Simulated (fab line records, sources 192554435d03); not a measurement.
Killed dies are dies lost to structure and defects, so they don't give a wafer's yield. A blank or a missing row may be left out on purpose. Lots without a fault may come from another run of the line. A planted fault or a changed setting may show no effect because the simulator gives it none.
Chamber matching | flow n5_finfet | N5_BEOL_M9_CMP_52 on cmp-03: 4 sister chambers
The step polishes, stops on SiCOH lowk, t overpolish 7 s, target thk 140 nm. 18 wafers are shown with their chamber, then 9 later ones without.

WAFERS WITH THEIR CHAMBER
wafer  | chamber | motor_current_A (A) | time_to_endpoint_s (s) | barrier_field_endpoint_s (s)
L074.2 | 3       | 7.6                 | 62                     | 27.6
L074.5 | 0       | 6.1                 | 63                     | 29.0
L074.6 | 1       | 5.3                 | 61                     | 28.2
L079.2 | 2       | 6.1                 | 67                     | 29.2
L079.4 | 3       | 7.7                 | 65                     | 29.5
L079.6 | 0       | 6.4                 | 69                     | 29.9
L081.1 | 2       | 5.8                 | 69                     | 28.2
L081.4 | 3       | 8.1                 | 65                     | 27.6
L081.5 | 2       | 5.9                 | 70                     | 28.8
L083.1 | 3       | 7.7                 | 68                     | 28.0
L083.4 | 0       | 6.3                 | 69                     | 29.6
L083.5 | 2       | 5.7                 | 70                     | 28.6
L089.2 | 3       | 7.5                 | 64                     | 28.3
L089.4 | 1       | 5.1                 | 63                     | 28.1
L089.6 | 0       | 6.4                 | 66                     | 28.1
L092.2 | 0       | 6.7                 | 76                     | 30.1
L092.4 | 2       | 5.5                 | 72                     | 29.7
L092.5 | 2       | 5.4                 | 71                     | 29.5

SIGNATURES (means of the wafers above)
reading                  | chamber 0 | chamber 1 | chamber 2 | chamber 3 | scatter within a chamber
motor_current_A          | 6.380     | 5.200     | 5.733     | 7.720     | 0.231
time_to_endpoint_s       | 68.60     | 62.00     | 69.83     | 64.80     | 3.03
barrier_field_endpoint_s | 29.340    | 28.150    | 29.000    | 28.200    | 0.692
Rule: a wafer's distance from a chamber is the root of the sum, over the readings, of the square of ((its reading less the chamber's mean) divided by the reading's scatter). The wafer belongs to the nearest chamber; if the next one is less than 2 further off, it can't be placed. The scatter: the root of (the sum of the squares of (reading less its chamber's mean) over the shown wafers, divided by (wafers less chambers)).

WAFERS WITHOUT THEIR CHAMBER
wafer  | motor_current_A (A) | time_to_endpoint_s (s) | barrier_field_endpoint_s (s)
L093.2 | 8.3                 | 64                     | 28.9
L093.3 | 5.8                 | 67                     | 29.5
L093.5 | 5.0                 | 66                     | 28.8
L094.1 | 5.0                 | 66                     | 29.2
L094.4 | 6.2                 | 70                     | 29.7
L094.5 | 7.8                 | 66                     | 28.8
L097.1 | 6.0                 | 65                     | 28.3
L097.2 | 7.6                 | 58                     | 27.9
L097.3 | 6.1                 | 61                     | 28.4

WHICH CHAMBER EACH WENT THROUGH
wafer  | from the rows above          | in truth
L093.2 | 3                            | 3
L093.3 | can't be placed: 2 or 0      | 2
L093.5 | can't be placed: 1 or 2      | 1
L094.1 | can't be placed: 1 or 2      | 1
L094.4 | can't be placed: 0 or 2      | 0
L094.5 | 3                            | 3
L097.1 | can't be placed: 2 or 0 or 1 | 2
L097.2 | 3                            | 3
L097.3 | can't be placed: 0 or 2 or 1 | 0
Placed correctly: 3 of 9. Can't be placed from these rows: 6 (the true chamber is among the candidates in 6). Placed wrongly: 0.
